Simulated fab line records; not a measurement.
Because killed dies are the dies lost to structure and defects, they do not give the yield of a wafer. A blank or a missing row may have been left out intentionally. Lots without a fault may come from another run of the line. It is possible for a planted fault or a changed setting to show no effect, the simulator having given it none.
fab line records -- flow n5_finfet -- part 1 of 2: steps 1 to 26 of 31
record lots=5, wafers=15, last_day=17
route steps=1938 shown BEOL_M3@1010 BEOL_M4@1021
lots with no fault: from the same line, run without faults
start_h: hours from the record's first day to the start of the lot's first wafer shown -- wait_h: how many hours have passed since the lot's step before this one -- " the same as in the row above -- L1.1+2: a row that stands for several wafers -- - either no value or no given start -- * or withheld: withheld -- < > ~ a bound
route shown NAME@n: NAME is a module with steps in the file, n the number in the route of the first one -- usual: average and standard deviation across the fault-free wafers -- same: alike in all rows -- chamber/n: place in a boat -- sites: each site's reading -- _std_site: how widely they spread, as a standard deviation -- _edge_site: mean of outer sites minus mean of inner sites -- radius_mm: how far each site lies from the wafer's centre -- mask NAME#n: copy n -- behind: the tool/chamber that last shaped the wafer -- hold: what put the lot on hold/how long, in hours/how the hold closed -- device: the transistor (n, p or np) that didn't switch -- end of line: the route-end tests of the same wafers -- where a step has no rows: the recipe by itself -- killed: count of dies lost to structure and defects at first sort (not the wafer's yield) -- map: a wafer's dies, marking killed ones x, the rest . and places with no die _
set.NAME: the setting that was run; set.NAME@STEP: the one run at that earlier step -- model.NAME: the simulator's own value behind a step, which no gauge read
certain route steps with their lots: each step a table, each wafer a row
services: the hour from which a tool's chamber was out of use, counted from the record's first day as start_h (under 0 if before that day), plus the number of hours and why
## steps
# step N5_BEOL_M3_SPUTTER_96
# recipe material=Cu, target_thk_a=45, temp_c=-20, chamber_pressure_pa=0.07, power_w=withheld, time_s=8.29
# usual chamber_pressure_pa=0.07001/0.00015, throttle_valve_pct=29.9/1.1
lot.wafer,tool,chamber,start_h,wait_h,chamber_pressure_pa,throttle_valve_pct
L086.1,pvd_sputter-02,-,225.71,0.1,0.07019,30.4
L086.3,pvd_sputter-02,-,225.71,0.1,0.06999,28.6
L086.4,pvd_sputter-02,-,225.71,0.1,0.07058,31.8
L089.2,pvd_sputter-02,-,239.86,0.1,0.07011,31.9
L089.4,pvd_sputter-02,-,239.86,0.1,0.07001,30.7
L089.5,pvd_sputter-02,-,239.86,0.1,0.07011,31.6
L090.2,pvd_sputter-01,-,261.83,0.1,0.06985,29.8
L090.4,pvd_sputter-01,-,261.83,0.1,0.06988,29.5
L090.6,pvd_sputter-01,-,261.83,0.1,0.06997,30.5
L095.2,pvd_sputter-03,-,283.60,0.1,0.07005,28.1
L095.3,pvd_sputter-03,-,283.60,0.1,0.07027,30.0
L095.5,pvd_sputter-03,-,283.60,0.1,0.07007,28.2
L097.1,pvd_sputter-01,-,294.49,0.1,0.06997,30.6
L097.2,pvd_sputter-01,-,294.49,0.1,0.06985,30.0
L097.6,pvd_sputter-01,-,294.49,0.1,0.06997,29.7
# step N5_BEOL_M3_ECD_50
# recipe material=Cu, target_thk_a=3000
lot.wafer,tool,chamber,start_h,wait_h
L086.1+3+4,ecd_cu-01,"1,0,1",225.82,0.1
L089.2+4+5,ecd_cu-02,"1,0,1",239.97,0.1
L090.2+4+6,ecd_cu-01,"0,1,0",261.94,0.1
L095.2+3+5,ecd_cu-02,"1,0,0",283.71,0.1
L097.1+2+6,ecd_cu-02,"0,1,0",294.60,0.1
# step N5_BEOL_M3_ANNEAL_51
# recipe temp_c=225, time_s=90, ambient=N2
# usual wafer_temp_C_max=226.23/0.25
lot.wafer,tool,chamber,start_h,wait_h,wafer_temp_C_max
L086.1,rtp_anneal-02,0,225.90,0.1,226.13
L086.3,rtp_anneal-02,0,225.90,0.1,226.28
L086.4,rtp_anneal-02,0,225.90,0.1,226.06
L089.2,rtp_anneal-01,0,240.10,0.1,226.43
L089.4,rtp_anneal-01,0,240.10,0.1,225.71
L089.5,rtp_anneal-01,0,240.10,0.1,226.46
L090.2,rtp_anneal-01,0,262.07,0.1,226.10
L090.4,rtp_anneal-01,0,262.07,0.1,226.36
L090.6,rtp_anneal-01,0,262.07,0.1,226.15
L095.2,rtp_anneal-01,0,283.84,0.1,226.62
L095.3,rtp_anneal-01,0,283.84,0.1,226.41
L095.5,rtp_anneal-01,0,283.84,0.1,225.76
L097.1,rtp_anneal-01,0,294.68,0.1,225.95
L097.2,rtp_anneal-01,0,294.68,0.1,226.18
L097.6,rtp_anneal-01,0,294.68,0.1,226.16
# step N5_BEOL_M3_CMP_52
# recipe stop_on=SiOC, t_overpolish_s=6.8, down_force_psi=1, platen_rpm=50, clearing_platen_down_force_psi=1.5, clearing_platen_rpm=50, post_cmp_clean=cu_alkaline, target_thk_nm=40, clearing_platen_pad_velocity_m_s=0.99484, pad_velocity_m_s=0.99484
# usual barrier_field_endpoint_s=24.8/0.69, motor_current_A=6.0/0.64, overpolish_run_s=6.800/0.0089, time_to_endpoint_s=63.6/2.8
lot.wafer,tool,chamber,start_h,wait_h,barrier_field_endpoint_s,motor_current_A,overpolish_run_s,time_to_endpoint_s
L086.4,cmp-01,2,226.20,0.1,24.9,6.7,6.800,64.4
L086.3,cmp-01,0,226.20,0.1,25.0,7.3,6.800,67.0
L086.1,cmp-01,1,226.20,0.1,25.2,4.8,6.787,64.3
L089.2,cmp-03,1,240.35,0.2,25.4,5.4,6.799,68.9
L089.4,cmp-03,3,240.35,0.2,27.2,5.9,6.811,69.7
L089.5,cmp-03,2,240.35,0.2,27.0,6.4,6.797,73.2
L090.4,cmp-02,3,262.32,0.1,25.5,6.4,6.795,65.2
L090.2,cmp-02,2,262.32,0.1,25.0,5.5,6.799,64.3
L090.6,cmp-02,3,262.32,0.1,24.9,6.9,6.803,63.7
L095.2,cmp-01,2,284.13,0.2,25.3,6.6,6.797,63.4
L095.3,cmp-01,0,284.13,0.2,24.2,7.4,6.794,64.5
L095.5,cmp-01,2,284.13,0.2,24.9,6.6,6.786,63.6
L097.2,cmp-03,1,295.33,0.6,24.0,5.3,6.794,61.8
L097.1,cmp-03,2,295.33,0.6,24.9,6.7,6.794,66.0
L097.6,cmp-03,1,295.33,0.6,24.5,5.6,6.808,62.0
# step N5_BEOL_M3_THK_MEAS_53
# recipe thk_meas_gauge=xrf, reads=Cu_of_BEOL_M3_ECD_50
# usual M3_THK=40.9/1.4
lot.wafer,tool,chamber,start_h,wait_h,M3_THK[nm]
L086.1,film_metro-02,-,226.49,-,41.0
L086.3,film_metro-02,-,226.49,-,42.3
L086.4,film_metro-02,-,226.49,-,42.6
L089.2,film_metro-02,-,240.65,-,39.7
L089.4,film_metro-02,-,240.65,-,42.8
L089.5,film_metro-02,-,240.65,-,43.4
L090.2,film_metro-01,-,262.61,-,40.3
L090.4,film_metro-01,-,262.61,-,42.1
L090.6,film_metro-01,-,262.61,-,41.3
L095.2,film_metro-02,-,284.39,-,39.3
L095.3,film_metro-02,-,284.39,-,38.4
L095.5,film_metro-02,-,284.39,-,40.3
L097.1,film_metro-02,-,295.58,-,39.8
L097.2,film_metro-02,-,295.58,-,39.1
L097.6,film_metro-02,-,295.58,-,41.2
# step N5_BEOL_M3_PRE_CLEAN_60
# recipe gas=NH3/H2, time_s=15, temp_c=*, rf_power_w=300
# usual heater_power_w=82/18
lot.wafer,tool,chamber,start_h,wait_h,heater_power_w
L086.1,cvd_co-02,1,226.53,0.0,59
L086.3,cvd_co-02,1,226.53,0.0,60
L086.4,cvd_co-02,0,226.53,0.0,76
L089.2,cvd_co-01,0,240.68,0.0,74
L089.4,cvd_co-01,1,240.68,0.0,112
L089.5,cvd_co-01,2,240.68,0.0,74
L090.2,cvd_co-01,0,262.65,0.0,77
L090.4,cvd_co-01,2,262.65,0.0,74
L090.6,cvd_co-01,1,262.65,0.0,112
L095.2,cvd_co-01,2,284.63,0.2,74
L095.3,cvd_co-01,1,284.63,0.2,112
L095.5,cvd_co-01,0,284.63,0.2,76
L097.1,cvd_co-01,2,295.62,0.0,75
L097.2,cvd_co-01,0,295.62,0.0,75
L097.6,cvd_co-01,1,295.62,0.0,112
# step N5_BEOL_M3_CO_CAP_55
# recipe material=Co, target_thk_a=20, temp_c=200, precursor=CCTBA/H2, pressure_torr=30, time_s=102.1
# usual heater_power_w=233/22
lot.wafer,tool,chamber,start_h,wait_h,heater_power_w
L086.1,cvd_co-02,1,226.59,0.0,203
L086.3,cvd_co-02,1,226.59,0.0,202
L086.4,cvd_co-02,0,226.59,0.0,225
L089.2,cvd_co-01,0,240.72,0.0,222
L089.4,cvd_co-01,1,240.72,0.0,268
L089.5,cvd_co-01,2,240.72,0.0,226
L090.2,cvd_co-01,0,262.69,0.0,229
L090.4,cvd_co-01,2,262.69,0.0,224
L090.6,cvd_co-01,1,262.69,0.0,274
L095.2,cvd_co-01,2,284.67,0.0,227
L095.3,cvd_co-01,1,284.67,0.0,276
L095.5,cvd_co-01,0,284.67,0.0,225
L097.1,cvd_co-01,2,295.66,0.0,220
L097.2,cvd_co-01,0,295.66,0.0,221
L097.6,cvd_co-01,1,295.66,0.0,269
# step N5_BEOL_M3_PRE_CLEAN_56
# recipe gas=NH3, time_s=15, temp_c=withheld, rf_power_w=300
lot.wafer,tool,chamber,start_h,wait_h
L086.1+3+4,pecvd-03,"1,2,1",226.72,0.1
L089.2+4+5,pecvd-01,"2,0,1",240.83,0.1
L090.2+4+6,pecvd-03,"1,1,2",262.78,0.1
L095.2+3+5,pecvd-03,"0,1,2",284.76,0.1
L097.1+2+6,pecvd-04,"0,1,1",295.75,0.1
# step N5_BEOL_M3_DEP_57
# recipe material=SiCN, target_thk_a=80, temp_c=withheld, precursor=3MS/NH3, pressure_torr=3, rf_w=202, time_s=14
# usual showerhead_plenum_p_Torr=3.670/0.01, throttle_valve_pct=8.8/0.44
lot.wafer,tool,chamber,start_h,wait_h,showerhead_plenum_p_Torr,throttle_valve_pct
L086.1,pecvd-03,1,226.74,0.0,3.668,9.2
L086.3,pecvd-03,2,226.74,0.0,3.688,9.0
L086.4,pecvd-03,1,226.74,0.0,3.659,9.2
L089.2,pecvd-01,2,240.85,0.0,3.672,8.6
L089.4,pecvd-01,0,240.85,0.0,3.667,8.7
L089.5,pecvd-01,1,240.85,0.0,3.678,9.1
L090.2,pecvd-03,1,262.81,0.0,3.658,9.1
L090.4,pecvd-03,1,262.81,0.0,3.649,9.4
L090.6,pecvd-03,2,262.81,0.0,3.669,9.1
L095.2,pecvd-03,0,284.78,0.0,3.655,8.1
L095.3,pecvd-03,1,284.78,0.0,3.668,9.1
L095.5,pecvd-03,2,284.78,0.0,3.677,9.5
L097.1,pecvd-04,0,295.77,0.0,3.681,8.9
L097.2,pecvd-04,1,295.77,0.0,3.668,9.3
L097.6,pecvd-04,1,295.77,0.0,3.674,9.2
# step N5_BEOL_M3_RS_MEAS_58
# recipe thk_meas_gauge=four-point-probe, reads=Co_of_BEOL_M3_CO_CAP_55+Cu_of_BEOL_M3_ECD_50+Co_of_BEOL_M3_CVD_47+TaN_of_BEOL_M3_ALD_84
# usual M3_RS=0.67/0.031
lot.wafer,tool,chamber,start_h,wait_h,M3_RS[ohm/sq]
L086.1,film_metro-01,-,226.81,0.0,0.67
L086.3,film_metro-01,-,226.81,0.0,0.65
L086.4,film_metro-01,-,226.81,0.0,0.64
L089.2,film_metro-02,-,240.92,0.1,0.69
L089.4,film_metro-02,-,240.92,0.1,0.62
L089.5,film_metro-02,-,240.92,0.1,0.61
L090.2,film_metro-01,-,262.87,0.1,0.68
L090.4,film_metro-01,-,262.87,0.1,0.64
L090.6,film_metro-01,-,262.87,0.1,0.66
L095.2,film_metro-02,-,284.85,0.1,0.70
L095.3,film_metro-02,-,284.85,0.1,0.72
L095.5,film_metro-02,-,284.85,0.1,0.68
L097.1,film_metro-01,-,295.84,0.0,0.70
L097.2,film_metro-01,-,295.84,0.0,0.71
L097.6,film_metro-01,-,295.84,0.0,0.67
# step N5_BEOL_M3_INSPECT_59
# recipe inspect_instrument=darkfield, mode=post_dep
# usual raw_defect_count=62/20
lot.wafer,tool,chamber,start_h,wait_h,raw_defect_count
L086.1,defect_inspect-01,-,226.84,0.0,42
L086.3,defect_inspect-01,-,226.84,0.0,52
L086.4,defect_inspect-01,-,226.84,0.0,33
L089.2,defect_inspect-02,-,240.95,0.0,61
L089.4,defect_inspect-02,-,240.95,0.0,69
L089.5,defect_inspect-02,-,240.95,0.0,68
L090.2,defect_inspect-02,-,262.90,0.0,50
L090.4,defect_inspect-02,-,262.90,0.0,43
L090.6,defect_inspect-02,-,262.90,0.0,60
L095.2,defect_inspect-01,-,284.88,0.0,70
L095.3,defect_inspect-01,-,284.88,0.0,53
L095.5,defect_inspect-01,-,284.88,0.0,67
L097.1,defect_inspect-01,-,295.87,0.0,52
L097.2,defect_inspect-01,-,295.87,0.0,38
L097.6,defect_inspect-01,-,295.87,0.0,44
# step N5_BEOL_M4_ILD_DEP_00
# recipe material=SiOC, target_thk_a=790, temp_c=350, precursor=DEMS/O2, pressure_torr=5, rf_w=500, time_s=15.3
# usual heater_power_w=533/93, showerhead_plenum_p_Torr=5.694/0.012, throttle_valve_pct=12.0/0.8
lot.wafer,tool,chamber,start_h,wait_h,heater_power_w,showerhead_plenum_p_Torr,throttle_valve_pct
L086.1,pecvd-03,0,226.87,0.0,485,5.686,10.6
L086.3,pecvd-03,2,226.87,0.0,562,5.718,12.0
L086.4,pecvd-03,2,226.87,0.0,576,5.710,12.2
L089.2,pecvd-02,2,240.98,0.0,543,5.666,10.6
L089.4,pecvd-02,2,240.98,0.0,557,5.678,10.7
L089.5,pecvd-02,1,240.98,0.0,546,5.686,12.7
L090.2,pecvd-04,2,262.94,0.0,324,5.707,11.4
L090.4,pecvd-04,2,262.94,0.0,332,5.671,11.3
L090.6,pecvd-04,0,262.94,0.0,475,5.705,11.7
L095.2,pecvd-02,2,284.91,0.0,601,5.688,10.9
L095.3,pecvd-02,1,284.91,0.0,560,5.701,12.7
L095.5,pecvd-02,2,284.91,0.0,611,5.686,10.8
L097.1,pecvd-02,1,295.90,0.0,558,5.699,12.6
L097.2,pecvd-02,0,295.90,0.0,447,5.681,12.4
L097.6,pecvd-02,1,295.90,0.0,560,5.695,12.7
# step N5_BEOL_M4_THK_MEAS_01
# recipe reads=SiOC_of_BEOL_M4_ILD_DEP_00
# usual M4_ILD_THK=78.4/0.88
lot.wafer,tool,chamber,start_h,wait_h,M4_ILD_THK[nm]
L086.1,film_metro-02,-,226.94,0.0,78.2
L086.3,film_metro-02,-,226.94,0.0,78.1
L086.4,film_metro-02,-,226.94,0.0,78.7
L089.2,film_metro-01,-,241.05,0.1,77.8
L089.4,film_metro-01,-,241.05,0.1,79.4
L089.5,film_metro-01,-,241.05,0.1,79.8
L090.2,film_metro-02,-,263.00,0.1,78.5
L090.4,film_metro-02,-,263.00,0.1,79.5
L090.6,film_metro-02,-,263.00,0.1,80.1
L095.2,film_metro-02,-,284.98,0.1,77.0
L095.3,film_metro-02,-,284.98,0.1,76.8
L095.5,film_metro-02,-,284.98,0.1,79.0
L097.1,film_metro-01,-,295.99,0.1,77.8
L097.2,film_metro-01,-,295.99,0.1,77.1
L097.6,film_metro-01,-,295.99,0.1,78.6
# step N5_BEOL_M4_PECVD_72
# recipe material=SiO2, target_thk_a=160, temp_c=400, precursor=TEOS/O2, pressure_torr=5.5, rf_w=450, teos_flow_sccm=53.8, gas=O2, flow_sccm=3000, time_s=18
# usual heater_power_w=769/130, showerhead_plenum_p_Torr=8.79/0.04, throttle_valve_pct=22.1/1.3
lot.wafer,tool,chamber,start_h,wait_h,heater_power_w,showerhead_plenum_p_Torr,throttle_valve_pct
L086.1,pecvd-03,0,226.98,0.0,756,8.76,19.8
L086.3,pecvd-03,2,226.98,0.0,853,8.83,22.4
L086.4,pecvd-03,1,226.98,0.0,843,8.75,22.7
L089.2,pecvd-03,1,241.09,0.0,921,8.79,22.8
L089.4,pecvd-03,1,241.09,0.0,904,8.79,22.8
L089.5,pecvd-03,2,241.09,0.0,870,8.84,22.8
L090.2,pecvd-03,2,263.04,0.0,810,8.81,22.6
L090.4,pecvd-03,0,263.04,0.0,708,8.74,20.1
L090.6,pecvd-03,1,263.04,0.0,839,8.79,22.6
L095.2,pecvd-04,2,285.02,0.0,604,8.77,20.9
L095.3,pecvd-04,1,285.02,0.0,964,8.80,23.4
L095.5,pecvd-04,1,285.02,0.0,971,8.81,23.3
L097.1,pecvd-04,2,296.03,0.0,538,8.76,21.1
L097.2,pecvd-04,1,296.03,0.0,821,8.82,23.6
L097.6,pecvd-04,2,296.03,0.0,534,8.78,21.1
# step N5_BEOL_M4_HM_DEP_02
# recipe material=TiN, target_thk_a=200, temp_c=25, chamber_pressure_pa=0.49996
# usual chamber_pressure_pa=0.4998/0.0011, throttle_valve_pct=29.9/1.1
lot.wafer,tool,chamber,start_h,wait_h,chamber_pressure_pa,throttle_valve_pct
L086.1,pvd_sputter-03,-,227.05,0.1,0.5001,28.4
L086.3,pvd_sputter-03,-,227.05,0.1,0.5000,29.6
L086.4,pvd_sputter-03,-,227.05,0.1,0.4988,31.0
L089.2,pvd_sputter-02,-,241.14,0.0,0.4981,31.6
L089.4,pvd_sputter-02,-,241.14,0.0,0.4993,28.8
L089.5,pvd_sputter-02,-,241.14,0.0,0.4991,30.6
L090.2,pvd_sputter-02,-,266.25,3.2,0.5014,30.6
L090.4,pvd_sputter-02,-,266.25,3.2,0.5006,29.0
L090.6,pvd_sputter-02,-,266.25,3.2,0.5015,28.9
L095.2,pvd_sputter-03,-,286.41,1.4,0.4999,28.3
L095.3,pvd_sputter-03,-,286.41,1.4,0.5013,31.5
L095.5,pvd_sputter-03,-,286.41,1.4,0.5000,28.2
L097.1,pvd_sputter-02,-,296.37,0.3,0.4999,28.8
L097.2,pvd_sputter-02,-,296.37,0.3,0.5006,28.9
L097.6,pvd_sputter-02,-,296.37,0.3,0.4989,30.8
# step N5_BEOL_M4_COAT_61
# recipe resist=SOC, temp_c=250, time_s=60, spin_rpm=1500, resist_thk_nm=60
# usual spin_speed_rpm=1500.1/0.82
lot.wafer,tool,chamber,start_h,wait_h,spin_speed_rpm
L086.1,litho_track-01,0,227.18,0.1,1499.8
L086.3,litho_track-01,0,227.18,0.1,1500.8
L086.4,litho_track-01,0,227.18,0.1,1501.1
L089.2,litho_track-05,0,241.27,0.1,1500.5
L089.4,litho_track-05,0,241.27,0.1,1500.5
L089.5,litho_track-05,0,241.27,0.1,1501.9
L090.2,litho_track-01,0,266.38,0.1,1500.8
L090.4,litho_track-01,0,266.38,0.1,1500.0
L090.6,litho_track-01,0,266.38,0.1,1499.6
L095.2,litho_track-05,0,286.54,0.1,1499.4
L095.3,litho_track-05,0,286.54,0.1,1500.1
L095.5,litho_track-05,0,286.54,0.1,1501.1
L097.1,litho_track-04,0,296.49,0.1,1498.8
L097.2,litho_track-04,0,296.49,0.1,1499.9
L097.6,litho_track-04,0,296.49,0.1,1500.3
# step N5_BEOL_M4_COAT_62
# recipe resist=SiARC, temp_c=220, time_s=60, spin_rpm=1500, resist_thk_nm=12
# usual spin_speed_rpm=1500.1/0.93
lot.wafer,tool,chamber,start_h,wait_h,spin_speed_rpm
L086.1,litho_track-01,0,-,-,1499.4
L086.3,litho_track-01,0,-,-,1500.1
L086.4,litho_track-01,0,-,-,1501.6
L089.2,litho_track-05,0,-,-,1499.5
L089.4,litho_track-05,0,-,-,1500.5
L089.5,litho_track-05,0,-,-,1500.0
L090.2,litho_track-01,0,-,-,1499.5
L090.4,litho_track-01,0,-,-,1501.5
L090.6,litho_track-01,0,-,-,1500.6
L095.2,litho_track-05,0,-,-,1501.3
L095.3,litho_track-05,0,-,-,1499.7
L095.5,litho_track-05,0,-,-,1500.4
L097.1,litho_track-04,0,-,-,1500.6
L097.2,litho_track-04,0,-,-,1500.8
L097.6,litho_track-04,0,-,-,1499.5
# step N5_BEOL_M4_COAT_73
# recipe resist=underlayer, temp_c=205, time_s=60, spin_rpm=1500, resist_thk_nm=5
# usual spin_speed_rpm=1500.1/0.91
lot.wafer,tool,chamber,start_h,wait_h,spin_speed_rpm
L086.1,litho_track-01,0,-,-,1500.0
L086.3,litho_track-01,0,-,-,1501.2
L086.4,litho_track-01,0,-,-,1500.2
L089.2,litho_track-05,0,-,-,1499.4
L089.4,litho_track-05,0,-,-,1499.6
L089.5,litho_track-05,0,-,-,1500.2
L090.2,litho_track-01,0,-,-,1500.2
L090.4,litho_track-01,0,-,-,1499.9
L090.6,litho_track-01,0,-,-,1500.2
L095.2,litho_track-05,0,-,-,1500.0
L095.3,litho_track-05,0,-,-,1499.3
L095.5,litho_track-05,0,-,-,1500.7
L097.1,litho_track-04,0,-,-,1499.1
L097.2,litho_track-04,0,-,-,1498.2
L097.6,litho_track-04,0,-,-,1497.5
# step N5_BEOL_M4_COAT_05
# recipe resist=CAR-EUV, spin_rpm=1500, resist_thk_nm=30
# usual spin_speed_rpm=1500.0/0.94
lot.wafer,tool,chamber,start_h,wait_h,spin_speed_rpm
L086.1,litho_track-01,0,-,-,1500.9
L086.3,litho_track-01,0,-,-,1499.7
L086.4,litho_track-01,0,-,-,1501.5
L089.2,litho_track-05,0,-,-,1500.2
L089.4,litho_track-05,0,-,-,1499.3
L089.5,litho_track-05,0,-,-,1500.8
L090.2,litho_track-01,0,-,-,1501.0
L090.4,litho_track-01,0,-,-,1500.2
L090.6,litho_track-01,0,-,-,1500.3
L095.2,litho_track-05,0,-,-,1500.1
L095.3,litho_track-05,0,-,-,1500.0
L095.5,litho_track-05,0,-,-,1498.8
L097.1,litho_track-04,0,-,-,1499.2
L097.2,litho_track-04,0,-,-,1500.8
L097.6,litho_track-04,0,-,-,1499.3
# step N5_BEOL_M4_EBR_07
# recipe solvent=PGMEA, ebr_width_mm=1.5
lot.wafer,tool,chamber,start_h,wait_h
L086.1+3+4,litho_track-01,0,-,-
L089.2+4+5,litho_track-05,0,-,-
L090.2+4+6,litho_track-01,0,-,-
L095.2+3+5,litho_track-05,0,-,-
L097.1+2+6,litho_track-04,0,-,-
# step N5_BEOL_M4_SOFTBAKE_06
# recipe temp_c=110, time_s=60, resist=CAR-EUV
lot.wafer,tool,chamber,start_h,wait_h
L086.1+3+4,litho_track-01,0,-,-
L089.2+4+5,litho_track-05,0,-,-
L090.2+4+6,litho_track-01,0,-,-
L095.2+3+5,litho_track-05,0,-,-
L097.1+2+6,litho_track-04,0,-,-
# step N5_BEOL_M4_EXPOSE_08
# recipe mask_id=M4, na=0.33, source_shape=dipole, sigma_inner=0.369, sigma_outer=0.767, polarization=unpolarized, dose_mj=41.25
# usual reticle_temp_C=23.00/0.1
# same dipole_opening_deg=79.7
lot.wafer,tool,chamber,start_h,wait_h,mask,reticle_temp_C
L086.1,euv_scanner-02,0,227.44,-,M4#0,23.08
L086.3,euv_scanner-02,0,227.44,-,M4#0,23.11
L086.4,euv_scanner-02,0,227.44,-,M4#0,23.08
L089.2,euv_scanner-01,0,241.41,-,M4#0,22.91
L089.4,euv_scanner-01,0,241.41,-,M4#0,23.05
L089.5,euv_scanner-01,0,241.41,-,M4#0,22.90
L090.2,euv_scanner-02,0,266.52,-,M4#0,23.02
L090.4,euv_scanner-02,0,266.52,-,M4#0,23.03
L090.6,euv_scanner-02,0,266.52,-,M4#0,23.11
L095.2,euv_scanner-02,0,286.68,-,M4#0,23.08
L095.3,euv_scanner-02,0,286.68,-,M4#0,22.97
L095.5,euv_scanner-02,0,286.68,-,M4#0,23.14
L097.1,euv_scanner-01,0,296.76,-,M4#0,23.10
L097.2,euv_scanner-01,0,296.76,-,M4#0,23.02
L097.6,euv_scanner-01,0,296.76,-,M4#0,23.00
# step N5_BEOL_M4_PEB_09
# recipe peb_temp_c=100, peb_time_s=60, resist=CAR-EUV
lot.wafer,tool,chamber,start_h,wait_h
L086.1+3+4,litho_track-01,0,227.50,0.1
L089.2+4+5,litho_track-05,0,241.47,0.1
L090.2+4+6,litho_track-01,0,266.58,0.1
L095.2+3+5,litho_track-05,0,286.74,0.1
L097.1+2+6,litho_track-05,0,296.82,0.1
# step N5_BEOL_M4_DEVELOP_10
# recipe develop_time_s=30, developer=TMAH, resist=CAR-EUV, rinse_liquid=surfactant_rinse, dry=air_spin, dev_temp_c=23
lot.wafer,tool,chamber,start_h,wait_h
L086.1+3+4,litho_track-01,0,-,-
L089.2+4+5,litho_track-05,0,-,-
L090.2+4+6,litho_track-01,0,-,-
L095.2+3+5,litho_track-05,0,-,-
L097.1+2+6,litho_track-05,0,-,-
# step N5_BEOL_M4_CD_MEAS_11
# recipe target_cd_nm=16.79, landing_energy_ev=500, detector=se_inlens, polarity=opening
# usual cd_nm=16.84/0.22
lot.wafer,tool,chamber,start_h,wait_h,cd_nm
L086.1,cd_sem-02,0,227.57,-,16.74
L086.3,cd_sem-02,0,227.57,-,16.89
L086.4,cd_sem-02,0,227.57,-,16.78
L089.2,cd_sem-03,0,241.54,-,16.89
L089.4,cd_sem-03,0,241.54,-,16.87
L089.5,cd_sem-03,0,241.54,-,16.92
L090.2,cd_sem-01,0,266.65,-,16.84
L090.4,cd_sem-01,0,266.65,-,16.86
L090.6,cd_sem-01,0,266.65,-,16.39
L095.2,cd_sem-03,0,286.81,-,16.74
L095.3,cd_sem-03,0,286.81,-,17.17
L095.5,cd_sem-03,0,286.81,-,16.97
L097.1,cd_sem-03,0,296.89,-,16.77
L097.2,cd_sem-03,0,296.89,-,16.58
L097.6,cd_sem-03,0,296.89,-,16.96
# step N5_BEOL_M4_OVL_MEAS_12
# recipe points_per_wafer=522
# usual M4_OVL=-0.4/0.73
lot.wafer,tool,chamber,start_h,wait_h,M4_OVL[nm]
L086.1,overlay-01,0,227.60,0.0,1.0
L086.3,overlay-01,0,227.60,0.0,0.6
L086.4,overlay-01,0,227.60,0.0,-0.1
L089.2,overlay-02,0,241.57,0.0,-2.0
L089.4,overlay-02,0,241.57,0.0,-2.0
L089.5,overlay-02,0,241.57,0.0,-0.4
L090.2,overlay-01,0,266.68,0.0,0.5
L090.4,overlay-01,0,266.68,0.0,0.7
L090.6,overlay-01,0,266.68,0.0,-0.5
L095.2,overlay-02,0,286.85,0.0,0.3
L095.3,overlay-02,0,286.85,0.0,-1.0
L095.5,overlay-02,0,286.85,0.0,-1.0
L097.1,overlay-01,0,296.92,0.0,-0.2
L097.2,overlay-01,0,296.92,0.0,-1.9
L097.6,overlay-01,0,296.92,0.0,-1.6
